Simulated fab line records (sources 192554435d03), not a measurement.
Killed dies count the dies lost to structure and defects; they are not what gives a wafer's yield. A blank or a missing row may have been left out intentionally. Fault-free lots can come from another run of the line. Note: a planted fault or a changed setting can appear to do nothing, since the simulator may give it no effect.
Matching of chambers    flow n5Finfet    N5_BEOL_M1_DESCUM_16 on rieDiel-03: 3 sister chambers
The step chemistry O2, time 7 s. 6 wafers are shown with their chamber, then 5 later ones without.

WAFERS WITH THEIR CHAMBER
wafer   chamber  throttleValvePct (%)  drypumpMotorCurrentA (A)
L077.5  0        20.40                 5.9
L079.3  0        20.41                 5.9
L079.4  3        20.79                 5.9
L080.2  3        20.78                 5.9
L080.4  2        20.78                 5.7
L091.1  2        20.83                 5.6

WAFERS MISSING THEIR CHAMBER
wafer   throttleValvePct (%)  drypumpMotorCurrentA (A)
L091.6  20.45                 5.9
L092.2  20.82                 5.9
L092.5  20.82                 5.6
L096.1  20.83                 5.6
L096.5  20.45                 5.9

WHICH CHAMBER EACH WENT THROUGH
wafer   from the rows above  in truth
L091.6  0                    0
L092.2  3                    3
L092.5  2                    2
L096.1  2                    2
L096.5  0                    0
Correctly placed: 5 of 5. Left unplaced by these rows: 0. Number placed wrongly: 0.
How it was worked out, from the rows above alone: a wafer's distance from a chamber is the root of the sum, over the readings, of the square of ((its reading less the chamber's mean) divided by the reading's scatter). If the next closest chamber is less than 2 further off than the closest, the wafer can't be placed; otherwise it belongs to the closest. For every chamber, the mean is computed from those of its wafers that are shown. The scatter is the square root of a quotient: the sum, over the shown wafers, of each reading's squared deviation from its chamber's mean, divided by wafers minus chambers.
